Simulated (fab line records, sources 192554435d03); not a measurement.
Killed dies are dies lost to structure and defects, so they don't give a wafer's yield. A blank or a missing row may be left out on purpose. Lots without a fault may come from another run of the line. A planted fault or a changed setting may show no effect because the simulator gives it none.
fab line records | flow n5_finfet
record lots=24 wafers=72 last_day=18
route steps=1938 shown STI_FIN_REVEAL@189 DUMMY_GATE@245 SPACER0@259
lots that met no fault: from a run of the same line without faults
start_h: hours from the record's first day to the start of the lot's first wafer shown | wait_h: hours since the lot's step before | " the same as in the row above | L1.1+2: a row that stands for several wafers | - no value, or no start given | * or withheld: withheld | < > ~ a bound
route shown NAME@n: a module of which the file shows steps, and the number in the route of the first | usual: mean/standard deviation of fault-free wafers | same: alike in all rows | chamber/n: place in a boat | sites: the reading at each site | _std_site: their standard deviation | _edge_site: outer sites' mean less inner sites' | radius_mm: how far each site lies from the wafer's centre | mask NAME#n: copy n | behind: the tool/chamber that last shaped the wafer | hold: why the lot was held/for how many hours/how that ended | device: the transistor (n, p or np) that didn't switch | end of line: the same wafers' tests at the end of the route | a step without rows: its recipe alone | killed: dies lost to structure and defects at the first sort, not the wafer's yield | map: a wafer's dies, x killed, . not, _ none there
set.NAME: the setting as run; set.NAME@STEP: as run at that earlier step | model.NAME: the simulator's own value behind a step, which no gauge read
steps of the route over a sample of lots; a table a step, a row a wafer
services: from which hour (start_h, from the record's first day; less than 0 if before it) a tool's chamber was out of use, for how many hours, and why
## steps
# step N5_STI_FIN_REVEAL_DENSIFY_30
# recipe temp_c=* time_s=* ambient=N2 idle_temp_c=600 ramp_up_c_per_s=150 ramp_down_c_per_s=60 cool_to_c=600
# usual lamp_power_pct=11.54/0.057 wafer_temp_C_max=*
# columns lot.wafer tool chamber start_h wait_h lamp_power_pct wafer_temp_C_max
L074.2 rtp_anneal-01 0 33.21 0.1 11.52 *
L074.3 " 0 " " 11.58 *
L074.6 " 0 " " 11.59 *
L075.1 rtp_anneal-02 0 39.19 0.0 11.47 *
L075.3 " 0 " " 11.62 *
L075.5 " 0 " " 11.51 *
L076.2 rtp_anneal-01 0 46.53 0.1 11.45 *
L076.5 " 0 " " 11.57 *
L076.6 " 0 " " 11.50 *
L077.2 rtp_anneal-02 0 51.73 0.2 11.48 *
L077.3 " 0 " " 11.50 *
L077.6 " 0 " " 11.49 *
L078.2 rtp_anneal-02 0 57.49 0.1 11.54 *
L078.3 " 0 " " 11.50 *
L078.6 " 0 " " 11.50 *
L079.1 rtp_anneal-01 0 62.80 0.3 11.45 *
L079.2 " 0 " " 11.62 *
L079.5 " 0 " " 11.59 *
L080.1 rtp_anneal-02 0 70.00 0.2 11.40 *
L080.4 " 0 " " 11.45 *
L080.5 " 0 " " 11.51 *
L081.3 rtp_anneal-02 0 74.59 0.1 11.51 *
L081.4 " 0 " " 11.48 *
L081.6 " 0 " " 11.56 *
L082.1 rtp_anneal-02 0 80.84 0.0 11.47 *
L082.2 " 0 " " 11.54 *
L082.4 " 0 " " 11.50 *
L083.1 rtp_anneal-01 0 86.98 0.0 11.56 *
L083.3 " 0 " " 11.60 *
L083.5 " 0 " " 11.56 *
L084.3 rtp_anneal-01 0 92.42 0.1 11.62 *
L084.4 " 0 " " 11.49 *
L084.6 " 0 " " 11.50 *
L085.3 rtp_anneal-02 0 99.14 0.1 11.45 *
L085.5 " 0 " " 11.48 *
L085.6 " 0 " " 11.52 *
L086.1 rtp_anneal-01 0 106.06 0.5 11.59 *
L086.3 " 0 " " 11.54 *
L086.4 " 0 " " 11.55 *
L087.3 rtp_anneal-01 0 112.02 0.1 11.67 *
L087.4 " 0 " " 11.52 *
L087.5 " 0 " " 11.49 *
L088.1 rtp_anneal-01 0 116.78 0.0 11.57 *
L088.3 " 0 " " 11.57 *
L088.4 " 0 " " 11.55 *
L089.2 rtp_anneal-01 0 126.17 0.1 11.51 *
L089.4 " 0 " " 11.50 *
L089.5 " 0 " " 11.46 *
L090.1 rtp_anneal-02 0 131.58 0.0 11.59 *
L090.3 " 0 " " 11.58 *
L090.5 " 0 " " 11.56 *
L091.3 rtp_anneal-02 0 135.12 0.2 11.51 *
L091.5 " 0 " " 11.55 *
L091.6 " 0 " " 11.49 *
L093.2 rtp_anneal-02 0 150.13 0.1 11.52 *
L093.4 " 0 " " 11.46 *
L093.6 " 0 " " 11.42 *
L092.1 rtp_anneal-02 0 152.55 0.1 11.58 *
L092.2 " 0 " " 11.40 *
L092.3 " 0 " " 11.55 *
L094.3 rtp_anneal-02 0 154.43 0.1 11.47 *
L094.5 " 0 " " 11.55 *
L094.6 " 0 " " 11.43 *
L095.1 rtp_anneal-02 0 158.89 0.1 11.57 *
L095.3 " 0 " " 11.47 *
L095.6 " 0 " " 11.51 *
L096.1 rtp_anneal-02 0 165.68 0.0 11.61 *
L096.4 " 0 " " 11.62 *
L096.5 " 0 " " 11.64 *
L097.1 rtp_anneal-02 0 171.18 0.1 11.54 *
L097.3 " 0 " " 11.51 *
L097.6 " 0 " " 11.57 *
# step N5_STI_FIN_REVEAL_ETCH_34
# recipe chemistry=H2 mode=isotropic material=Si target=Si target_depth_a=9.7 temp_c=20 pressure_mtorr=4.5 icp_w=300 bias_w=0 h2_flow_sccm=7.5 he_flow_sccm=142.5
# usual drypump_motor_current_A=5.6/0.39 oes_product_au=0.999/0.025 throttle_valve_pct=25.7/0.45
# columns lot.wafer tool chamber start_h wait_h drypump_motor_current_A oes_product_au rf_hours_counter_h throttle_valve_pct
L074.2 rie_si-06 1 36.26 0.1 5.3 0.967 192 25.9
L074.3 " 3 " " 5.9 1.025 128 25.6
L074.6 " 2 " " 5.2 1.004 - 26.2
L075.1 rie_si-04 0 41.74 0.2 5.2 1.020 191 26.2
L075.3 " 3 " " 5.1 0.984 115 25.4
L075.5 " 3 " " 5.1 0.983 - 25.4
L076.2 rie_si-04 1 49.06 0.1 6.3 0.962 2 25.1
L076.5 " 1 " " 6.3 0.958 - 25.1
L076.6 " 0 " " 5.3 1.007 - 26.2
L077.2 rie_si-06 3 54.38 0.1 5.9 1.029 128 25.6
L077.3 " 1 " " 5.4 0.959 192 25.9
L077.6 " 3 " " 6.0 1.024 - 25.6
L078.2 rie_si-04 1 60.02 0.1 6.3 0.977 2 25.0
L078.3 " 2 " " 5.6 1.020 116 25.9
L078.6 " 1 " " 6.4 0.972 - 25.1
L079.1 rie_si-04 0 65.37 0.2 5.3 1.012 191 26.1
L079.2 " 2 " " 5.6 1.026 116 25.9
L079.5 " 0 " " 5.3 1.027 - 26.2
L080.1 rie_si-06 1 72.74 0.2 5.3 0.966 193 25.9
L080.4 " 3 " " 6.0 1.037 129 25.6
L080.5 " 2 " " 5.2 0.990 - 26.2
L081.3 rie_si-04 3 77.08 0.1 5.1 0.979 116 25.4
L081.4 " 0 " " 5.3 1.012 191 26.2
L081.6 " 2 " " 5.6 1.033 - 25.9
L082.1 rie_si-06 0 83.39 0.2 5.7 0.997 88 25.2
L082.2 " 2 " " 5.2 1.004 132 26.2
L082.4 " 3 " " 5.9 1.039 129 25.6
L083.1 rie_si-06 0 89.60 0.2 5.6 0.978 88 25.2
L083.3 " 3 " " 5.9 1.027 129 25.6
L083.5 " 2 " " 5.2 0.996 - 26.2
L084.3 rie_si-06 1 94.93 0.1 5.4 0.963 193 25.9
L084.4 " 0 " " 5.7 0.990 88 25.2
L084.6 " 2 " " 5.2 0.999 - 26.2
L085.3 rie_si-04 3 101.69 0.1 5.1 0.973 117 25.4
L085.5 " 1 " " 6.3 0.964 - 25.1
L085.6 " 2 " " 5.5 1.015 - 25.9
L086.1 rie_si-01 0 108.61 0.2 5.4 1.021 140 26.6
L086.3 " 2 " " 5.7 1.029 2 25.9
L086.4 " 1 " " 5.5 0.974 69 26.5
L087.3 rie_si-06 0 114.53 0.1 5.6 0.974 89 25.2
L087.4 " 2 " " 5.2 1.008 133 26.2
L087.5 " 0 " " 5.6 0.977 - 25.2
L088.1 rie_si-04 0 119.37 0.2 5.3 1.013 192 26.1
L088.3 " 3 " " 5.1 0.981 117 25.4
L088.4 " 1 " " 6.3 0.968 3 25.0
L089.2 rie_si-04 2 128.70 0.1 5.6 1.029 117 25.9
L089.4 " 0 " " 5.3 1.023 193 26.2
L089.5 " 1 " " 6.4 0.966 - 25.0
L090.1 rie_si-04 2 134.15 0.2 5.6 1.015 117 25.9
L090.3 " 0 " " 5.3 1.020 193 26.2
L090.5 " 1 " " 6.3 0.960 - 25.1
L091.3 rie_si-06 1 139.21 0.1 5.4 0.981 194 25.9
L091.5 " 0 " " 5.6 0.992 - 25.2
L091.6 " 1 " " 5.4 0.975 - 25.9
L093.2 rie_si-04 0 152.65 0.1 5.3 1.010 193 26.2
L093.4 " 2 " " 5.6 1.012 118 25.9
L093.6 " 3 " " 5.0 0.986 - 25.4
L092.1 rie_si-04 2 155.23 0.2 5.6 1.028 118 25.9
L092.2 " 0 " " 5.3 1.016 193 26.2
L092.3 " 3 " " 5.1 0.986 118 25.4
L094.3 rie_si-01 2 157.13 0.1 5.7 1.037 3 25.9
L094.5 " 0 " " 5.4 1.026 - 26.6
L094.6 " 3 " " 5.9 1.032 - 26.0
L095.1 rie_si-01 2 161.48 0.2 5.7 1.038 3 25.9
L095.3 " 0 " " 5.5 1.041 141 26.6
L095.6 " 1 " " 5.5 0.980 - 26.5
L096.1 rie_si-06 3 168.25 0.2 6.0 1.039 131 25.6
L096.4 " 0 " " 5.6 0.994 - 25.2
L096.5 " 3 " " 6.0 1.032 - 25.6
L097.1 rie_si-04 3 173.74 0.2 5.1 0.975 118 25.4
L097.3 " 1 " " 6.3 0.958 4 25.1
L097.6 " 3 " " 5.1 0.974 - 25.4
# step N5_DUMMY_GATE_HM_OPEN_21
# recipe chemistry=CH3F/O2 target=SiNx target_depth_a=1200 Ar_flow_sccm=150 CH3F_flow_sccm=30 O2_flow_sccm=23 time_s=171.4 pressure_mtorr=30 source_w=395 bias_w=73 ion_energy_ev=120.7
# usual drypump_motor_current_A=5.6/0.58 mfc_ar_sccm=150.0/0.49 oes_product_au=0.78/0.085 rf_vpp_V=300/8.5 showerhead_plenum_p_Torr=2.03/0.061 throttle_valve_pct=16.43/0.23
# columns lot.wafer tool chamber start_h wait_h drypump_motor_current_A mfc_ar_sccm oes_product_au rf_hours_counter_h rf_vpp_V showerhead_plenum_p_Torr throttle_valve_pct
L074.2 rie_diel-01 0 46.08 0.0 5.2 150.6 0.81 113 293 2.04 16.69
L074.3 " 2 " " 6.0 150.4 0.85 51 292 2.07 16.43
L074.6 " 1 " " 4.8 150.6 0.73 - 296 2.09 16.36
L075.1 rie_diel-06 1 51.67 0.0 5.1 150.0 0.76 176 289 2.01 16.43
L075.3 " 0 " " 6.3 149.7 0.79 133 301 1.94 16.58
L075.5 " 1 " " 5.1 150.6 0.75 - 289 2.01 16.43
L076.2 rie_diel-06 3 60.52 0.0 5.7 149.9 0.85 67 317 2.13 16.33
L076.5 " 3 " " 5.7 149.7 0.84 - 315 2.13 16.33
L076.6 " 2 " " 5.0 149.8 0.66 - 305 1.99 16.39
L077.2 rie_diel-01 2 64.75 0.0 6.0 150.6 0.85 55 293 2.06 16.43
L077.3 " 3 " " 5.9 149.9 0.75 157 294 1.94 16.54
L077.6 " 2 " " 6.0 150.0 0.85 - 292 2.06 16.43
L078.2 rie_diel-03 1 70.01 0.0 5.7 149.3 0.67 248 295 2.07 16.59
L078.3 " 3 " " 5.4 150.5 0.73 173 295 2.10 16.60
L078.6 " 1 " " 5.7 149.7 0.66 - 296 2.07 16.60
L079.1 rie_diel-06 3 77.14 0.0 5.7 150.2 0.84 73 315 2.13 16.32
L079.2 " 0 " " 6.2 149.6 0.78 141 300 1.94 16.61
L079.5 " 3 " " 5.7 150.7 0.84 - 314 2.13 16.34
L080.1 rie_diel-03 2 84.87 0.0 6.5 150.3 0.69 208 299 2.01 16.73
L080.4 " 2 " " 6.6 150.0 0.69 - 302 2.01 16.74
L080.5 " 0 " " 6.5 149.9 0.67 - 309 2.08 16.35
L081.3 rie_diel-06 3 90.98 0.0 5.7 150.6 0.83 77 316 2.13 16.34
L081.4 " 0 " " 6.2 150.2 0.78 145 301 1.94 16.60
L081.6 " 2 " " 5.0 149.6 0.99 - 305 1.99 15.94
L082.1 rie_diel-03 3 93.83 0.0 5.4 149.3 0.72 182 297 2.09 16.64
L082.2 " 2 " " 6.6 149.4 0.70 212 301 2.01 16.74
L082.4 " 3 " " 5.4 149.6 0.72 - 295 2.09 16.64
L083.1 rie_diel-06 2 101.33 0.0 5.0 150.7 0.97 6 304 1.99 15.92
L083.3 " 1 " " 5.0 149.3 0.73 192 289 2.00 16.48
L083.5 " 1 " " 5.0 150.1 0.73 - 287 2.00 16.47
L084.3 rie_diel-06 0 105.21 0.0 6.2 150.5 0.76 149 301 1.94 16.62
L084.4 " 1 " " 5.0 150.2 0.73 193 288 2.00 16.46
L084.6 " 3 " " 5.7 150.0 0.82 - 316 2.12 16.36
L085.3 rie_diel-06 3 111.75 0.0 5.8 150.4 0.82 82 317 2.12 16.36
L085.5 " 0 " " 6.2 149.8 0.77 - 303 1.94 16.63
L085.6 " 1 " " 5.0 149.8 0.72 - 288 2.00 16.46
L086.1 rie_diel-01 2 118.55 0.0 6.0 150.4 0.83 69 295 2.06 16.46
L086.3 " 3 " " 5.9 149.4 0.75 170 294 1.93 16.55
L086.4 " 1 " " 4.8 150.3 0.72 177 295 2.08 16.39
L087.3 rie_diel-06 1 124.42 0.0 5.1 149.6 0.73 196 288 2.00 16.46
L087.4 " 0 " " 6.2 149.6 0.76 154 299 1.94 16.64
L087.5 " 2 " " 5.0 150.1 0.95 - 303 1.99 15.95
L088.1 rie_diel-06 3 130.40 0.0 5.8 150.1 0.82 89 316 2.12 16.34
L088.3 " 1 " " 5.1 150.1 0.73 198 289 2.00 16.48
L088.4 " 0 " " 6.2 150.2 0.76 156 299 1.94 16.64
L089.2 rie_diel-06 3 138.74 0.0 5.7 150.5 0.81 91 316 2.12 16.36
L089.4 " 2 " " 4.9 149.6 0.93 18 303 1.98 15.96
L089.5 " 2 " " 4.9 149.0 0.91 - 304 1.98 15.96
L090.1 rie_diel-03 2 144.37 0.0 6.6 149.4 0.68 226 302 2.00 16.74
L090.3 " 1 " " 5.7 149.3 0.94 10 296 2.06 16.15
L090.5 " 2 " " 6.6 150.2 0.68 - 301 2.00 16.76
L091.3 rie_diel-06 1 150.41 0.0 5.1 150.2 0.72 205 288 2.00 16.49
L091.5 " 1 " " 5.0 149.1 0.72 - 288 2.00 16.48
L091.6 " 2 " " 5.0 150.1 0.92 - 304 1.98 15.97
L093.2 rie_diel-06 1 162.68 0.0 5.1 150.0 0.73 208 289 2.00 16.50
L093.4 " 1 " " 5.1 149.9 0.73 - 288 2.00 16.50
L093.6 " 3 " " 5.7 149.9 0.81 - 316 2.12 16.37
L092.1 rie_diel-01 0 166.74 0.0 5.2 150.5 0.76 149 294 2.03 16.77
L092.2 " 1 " " 4.8 150.3 0.70 193 296 2.08 16.41
L092.3 " 3 " " 5.9 149.5 0.73 186 292 1.93 16.59
L094.3 rie_diel-06 1 170.29 0.0 5.1 149.4 0.71 212 288 2.00 16.51
L094.5 " 1 " " 5.0 149.6 0.71 - 288 2.00 16.50
L094.6 " 0 " " 6.2 150.1 0.75 - 300 1.93 16.66
L095.1 rie_diel-03 1 172.49 0.0 5.7 149.5 0.92 19 297 2.06 16.18
L095.3 " 3 " " 5.4 149.2 0.71 205 296 2.09 16.67
L095.6 " 1 " " 5.7 149.1 0.92 - 296 2.06 16.16
L096.1 rie_diel-03 1 178.45 0.0 5.7 150.4 0.91 21 295 2.06 16.17
L096.4 " 0 " " 6.5 150.4 0.66 250 309 2.07 16.40
L096.5 " 0 " " 6.5 150.6 0.66 - 309 2.07 16.39
L097.1 rie_diel-06 0 183.92 0.0 6.2 149.0 0.75 171 300 1.93 16.66
L097.3 " 3 " " 5.7 150.1 0.80 105 314 2.12 16.38
L097.6 " 3 " " 5.7 149.7 0.80 - 316 2.12 16.39
# step N5_DUMMY_GATE_ETCH_44
# recipe chemistry=HBr/O2 over_etch_frac=0.7 target_depth_a=1275 stop_on=SiO2 ion_energy_ev=60 bias_w=20 target=poly-Si mask_material=SiO2 pressure_mtorr=20 icp_w=400 HBr_flow_sccm=120 O2_flow_sccm=10
# usual drypump_motor_current_A=5.5/0.55 oes_product_au=0.725/0.012 throttle_valve_pct=18.48/0.17
# same over_etch_frac=0.7
# columns lot.wafer tool chamber start_h wait_h drypump_motor_current_A oes_product_au rf_hours_counter_h throttle_valve_pct
L074.2 rie_si-03 3 46.33 0.0 6.5 0.731 95 18.31
L074.3 " 1 " " 5.8 0.717 86 18.66
L074.6 " 3 " " 6.6 0.727 - 18.31
L075.1 rie_si-03 2 51.92 0.0 6.3 0.722 37 18.52
L075.3 " 0 " " 5.0 0.717 22 18.19
L075.5 " 0 " " 5.0 0.719 - 18.19
L076.2 rie_si-05 2 60.77 0.0 5.2 0.723 65 18.75
L076.5 " 1 " " 5.8 0.735 - 18.42
L076.6 " 2 " " 5.2 0.716 - 18.76
L077.2 rie_si-03 0 65.00 0.0 5.0 0.708 23 18.21
L077.3 " 1 " " 5.8 0.715 86 18.65
L077.6 " 3 " " 6.6 0.724 - 18.31
L078.2 rie_si-03 2 70.26 0.0 6.2 0.726 37 18.54
L078.3 " 1 " " 5.8 0.703 86 18.66
L078.6 " 2 " " 6.2 0.721 - 18.52
L079.1 rie_si-02 0 77.39 0.0 5.1 0.755 157 18.72
L079.2 " 1 " " 5.5 0.719 85 18.47
L079.5 " 0 " " 5.1 0.752 - 18.73
L080.1 rie_si-05 1 85.12 0.0 5.8 0.727 56 18.43
L080.4 " 3 " " 4.8 0.701 145 18.50
L080.5 " 1 " " 5.9 0.740 - 18.41
L081.3 rie_si-03 2 91.23 0.0 6.2 0.712 38 18.53
L081.4 " 1 " " 5.8 0.715 87 18.66
L081.6 " 1 " " 5.8 0.712 - 18.66
L082.1 rie_si-05 3 94.08 0.0 4.8 0.712 145 18.51
L082.2 " 2 " " 5.2 0.722 66 18.75
L082.4 " 0 " " 5.0 0.717 0 18.32
L083.1 rie_si-05 2 101.58 0.0 5.1 0.720 66 18.75
L083.3 " 1 " " 5.8 0.731 57 18.41
L083.5 " 1 " " 5.8 0.734 - 18.40
L084.3 rie_si-02 1 105.46 0.0 5.6 0.718 85 18.47
L084.4 " 2 " " 4.8 0.733 181 18.63
L084.6 " 2 " " 4.8 0.722 - 18.61
L085.3 rie_si-05 2 112.00 0.0 5.1 0.732 66 18.76
L085.5 " 3 " " 4.8 0.722 - 18.52
L085.6 " 0 " " 5.0 0.737 - 18.33
L086.1 rie_si-02 1 118.80 0.0 5.5 0.721 86 18.46
L086.3 " 2 " " 4.8 0.734 181 18.63
L086.4 " 0 " " 5.1 0.764 158 18.72
L087.3 rie_si-05 0 124.67 0.0 5.0 0.729 1 18.33
L087.4 " 3 " " 4.8 0.696 146 18.51
L087.5 " 1 " " 5.8 0.732 - 18.43
L088.1 rie_si-02 2 130.65 0.0 4.8 0.712 182 18.62
L088.3 " 3 " " 5.8 0.718 67 18.30
L088.4 " 0 " " 5.2 0.738 158 18.72
L089.2 rie_si-02 3 138.99 0.0 5.8 0.712 68 18.30
L089.4 " 0 " " 5.2 0.762 158 18.71
L089.5 " 3 " " 5.8 0.722 - 18.31
L090.1 rie_si-02 1 144.62 0.0 5.5 0.726 86 18.46
L090.3 " 2 " " 4.8 0.719 182 18.61
L090.5 " 2 " " 4.8 0.721 - 18.61
L091.3 rie_si-03 3 150.67 0.0 6.5 0.733 97 18.32
L091.5 " 3 " " 6.5 0.737 - 18.31
L091.6 " 2 " " 6.2 0.725 - 18.53
L093.2 rie_si-05 2 162.94 0.0 5.1 0.728 67 18.74
L093.4 " 3 " " 4.8 0.711 146 18.51
L093.6 " 0 " " 5.0 0.724 - 18.31
L092.1 rie_si-02 2 166.99 0.0 4.8 0.734 182 18.61
L092.2 " 3 " " 5.8 0.723 68 18.31
L092.3 " 0 " " 5.1 0.748 159 18.72
L094.3 rie_si-05 2 170.54 0.0 5.1 0.730 67 18.76
L094.5 " 0 " " 5.0 0.731 - 18.33
L094.6 " 3 " " 4.8 0.710 - 18.49
L095.1 rie_si-05 1 172.74 0.0 5.8 0.735 58 18.41
L095.3 " 3 " " 4.8 0.702 147 18.51
L095.6 " 3 " " 4.8 0.706 - 18.50
L096.1 rie_si-03 0 178.70 0.0 5.0 0.718 25 18.20
L096.4 " 3 " " 6.5 0.721 97 18.31
L096.5 " 2 " " 6.2 0.716 - 18.52
L097.1 rie_si-05 3 184.17 0.0 4.8 0.709 147 18.51
L097.3 " 2 " " 5.2 0.732 67 18.76
L097.6 " 2 " " 5.1 0.732 - 18.75
# step N5_DUMMY_GATE_INSPECT_27
# recipe inspect_instrument=brightfield mode=aei
# usual raw_defect_count=299/82
# columns lot.wafer tool chamber start_h wait_h raw_defect_count
L074.2 defect_inspect-02 - 46.73 0.0 295
L074.3 " - " " 288
L074.6 " - " " 323
L075.1 defect_inspect-01 - 52.32 0.0 385
L075.3 " - " " 243
L075.5 " - " " 273
L076.2 defect_inspect-01 - 61.16 0.0 335
L076.5 " - " " 312
L076.6 " - " " 410
L077.2 defect_inspect-01 - 65.39 0.0 268
L077.3 " - " " 234
L077.6 " - " " 306
L078.2 defect_inspect-01 - 70.69 0.0 239
L078.3 " - " " 208
L078.6 " - " " 253
L079.1 defect_inspect-02 - 77.92 0.0 323
L079.2 " - " " 234
L079.5 " - " " 337
L080.1 defect_inspect-01 - 85.52 0.0 317
L080.4 " - " " 235
L080.5 " - " " 281
L081.3 defect_inspect-01 - 91.62 0.0 205
L081.4 " - " " 309
L081.6 " - " " 248
L082.1 defect_inspect-01 - 94.51 0.0 229
L082.2 " - " " 177
L082.4 " - " " 184
L083.1 defect_inspect-01 - 102.03 0.0 363
L083.3 " - " " 406
L083.5 " - " " 302
L084.3 defect_inspect-02 - 105.88 0.0 238
L084.4 " - " " 295
L084.6 " - " " 225
L085.3 defect_inspect-02 - 112.39 0.0 210
L085.5 " - " " 207
L085.6 " - " " 167
L086.1 defect_inspect-01 - 119.34 0.0 287
L086.3 " - " " 268
L086.4 " - " " 560
L087.3 defect_inspect-01 - 125.09 0.0 216
L087.4 " - " " 149
L087.5 " - " " 378
L088.1 defect_inspect-02 - 131.05 0.0 213
L088.3 " - " " 226
L088.4 " - " " 183
L089.2 defect_inspect-02 - 139.44 0.0 409
L089.4 " - " " 418
L089.5 " - " " 302
L090.1 defect_inspect-01 - 145.02 0.0 287
L090.3 " - " " 282
L090.5 " - " " 319
L091.3 defect_inspect-01 - 151.07 0.0 422
L091.5 " - " " 343
L091.6 " - " " 287
L093.2 defect_inspect-01 - 163.49 0.0 379
L093.4 " - " " 343
L093.6 " - " " 419
L092.1 defect_inspect-02 - 167.43 0.0 551
L092.2 " - " " 341
L092.3 " - " " 367
L094.3 defect_inspect-01 - 170.93 0.0 357
L094.5 " - " " 275
L094.6 " - " " 254
L095.1 defect_inspect-01 - 173.13 0.0 276
L095.3 " - " " 170
L095.6 " - " " 334
L096.1 defect_inspect-02 - 179.09 0.0 257
L096.4 " - " " 298
L096.5 " - " " 285
L097.1 defect_inspect-02 - 184.56 0.0 178
L097.3 " - " " 318
L097.6 " - " " 303
# step N5_SPACER0_ALD_00
# recipe material=SiOCN target_thk_a=35 temp_c=400 ald_precursor_family=alkyl-aminosilane ald_co_reactant=O2/N2-plasma pulse_time_s=3 purge_time_s=2 co_reactant_purge_time_s=2 ald_cycles=58 pressure_torr=2
# usual heater_power_w=815/80 precursor_pulse_height_rel=1.001/0.021
# same pulse_time_s=3
# columns lot.wafer tool chamber start_h wait_h heater_power_w precursor_pulse_height_rel since_wet_clean_h
L074.2 ald_sin-02 3 47.38 0.1 801 0.984 328
L074.3 " 1 " " 721 1.017 328
L074.6 " 1 " " 726 1.001 -
L075.1 ald_sin-01 1 52.51 0.1 848 1.035 242
L075.3 " 0 " " 686 0.972 242
L075.5 " 0 " " 703 1.001 -
L076.2 ald_sin-03 2 61.35 0.1 900 1.009 54
L076.5 " 2 " " 903 1.019 -
L076.6 " 1 " " 804 1.015 -
L077.2 ald_sin-03 0 65.58 0.1 953 1.001 58
L077.3 " 3 " " 766 0.986 58
L077.6 " 2 " " 863 0.985 -
L078.2 ald_sin-03 1 70.94 0.1 807 0.990 63
L078.3 " 0 " " 954 0.987 63
L078.6 " 1 " " 780 0.972 -
L079.1 ald_sin-02 2 78.11 0.1 772 0.982 359
L079.2 " 3 " " 782 1.008 359
L079.5 " 1 " " 718 0.976 -
L080.1 ald_sin-01 2 87.01 0.1 893 1.032 276
L080.4 " 0 " " 706 0.995 276
L080.5 " 3 " " 904 1.025 -
L081.3 ald_sin-01 1 92.03 0.1 843 1.016 281
L081.4 " 3 " " 891 0.983 281
L081.6 " 2 " " 869 0.994 -
L082.1 ald_sin-01 3 95.03 0.1 879 0.995 284
L082.2 " 2 " " 901 1.007 284
L082.4 " 0 " " 697 1.002 -
L083.1 ald_sin-03 1 102.22 0.1 808 1.018 94
L083.3 " 3 " " 761 1.006 94
L083.5 " 3 " " 767 1.048 -
L084.3 ald_sin-03 1 106.27 0.1 787 0.985 98
L084.4 " 0 " " 950 0.969 98
L084.6 " 3 " " 769 0.996 -
L085.3 ald_sin-01 1 112.58 0.1 864 0.983 302
L085.5 " 1 " " 823 1.005 -
L085.6 " 2 " " 883 0.998 -
L086.1 ald_sin-01 1 120.34 0.1 825 1.005 310
L086.3 " 0 " " 692 0.981 310
L086.4 " 3 " " 905 1.004 310
L087.3 ald_sin-03 1 125.28 0.1 785 1.028 117
L087.4 " 1 " " 813 1.061 -
L087.5 " 2 " " 901 1.020 -
L088.1 ald_sin-01 1 131.24 0.1 850 1.005 321
L088.3 " 3 " " 912 0.990 321
L088.4 " 2 " " 888 0.955 321
L089.2 ald_sin-02 3 139.63 0.1 756 1.019 40
L089.4 " 0 " " 798 1.052 40
L089.5 " 2 " " 709 1.031 -
L090.1 ald_sin-02 3 145.41 0.1 787 0.979 46
L090.3 " 0 " " 777 1.030 46
L090.5 " 1 " " 723 1.028 -
L091.3 ald_sin-02 1 151.67 0.1 727 0.996 52
L091.5 " 3 " " 759 0.997 -
L091.6 " 2 " " 712 1.000 -
L093.2 ald_sin-02 3 163.68 0.1 771 0.981 64
L093.4 " 1 " " 739 0.989 64
L093.6 " 1 " " 732 1.005 -
L092.1 ald_sin-03 2 167.63 0.1 920 1.009 160
L092.2 " 3 " " 756 0.998 160
L092.3 " 0 " " 964 1.030 160
L094.3 ald_sin-03 3 171.12 0.1 762 1.012 163
L094.5 " 0 " " 941 0.980 -
L094.6 " 1 " " 802 1.011 -
L095.1 ald_sin-02 3 173.33 0.1 762 0.993 74
L095.3 " 2 " " 727 1.017 74
L095.6 " 0 " " 778 1.004 -
L096.1 ald_sin-02 2 179.41 0.1 730 1.006 80
L096.4 " 0 " " 789 0.999 80
L096.5 " 2 " " 728 1.021 -
L097.1 ald_sin-03 3 187.69 0.1 761 0.975 180
L097.3 " 1 " " 797 1.000 180
L097.6 " 3 " " 758 1.029 -
## services
# columns tool chamber start_h hours kind
rie_diel-06 - 11.03 4.3 pm
rie_diel-03 2 20.37 3.0 repair
ald_sin-01 - 25.60 1.3 repair
rtp_anneal-01 - 48.52 4.8 pm
rie_diel-06 2 64.41 - clean
rie_si-01 - 68.76 28.1 pm
rie_si-06 0 78.07 3.5 repair
rie_diel-06 3 84.92 1.6 repair
ald_sin-02 - 85.25 14.0 pm
ald_sin-01 1 92.58 4.3 repair
rie_si-02 3 93.36 8.5 repair
rie_si-01 1 97.04 4.8 repair
rtp_anneal-02 - 100.84 8.3 pm
rtp_anneal-02 - 112.75 4.5 pm
rie_diel-03 - 116.21 0.6 repair
rie_si-02 1 120.26 2.0 repair
rie_diel-03 - 123.78 2.8 pm
rie_si-05 - 143.10 2.8 pm
rie_si-03 1 144.77 7.9 repair
rie_diel-06 0 160.21 2.8 repair
rie_si-01 - 169.54 14.6 pm
rie_si-06 3 173.76 2.1 repair
ald_sin-01 - 178.05 14.0 pm
rie_si-03 3 186.51 11.9 repair
## key
fault none
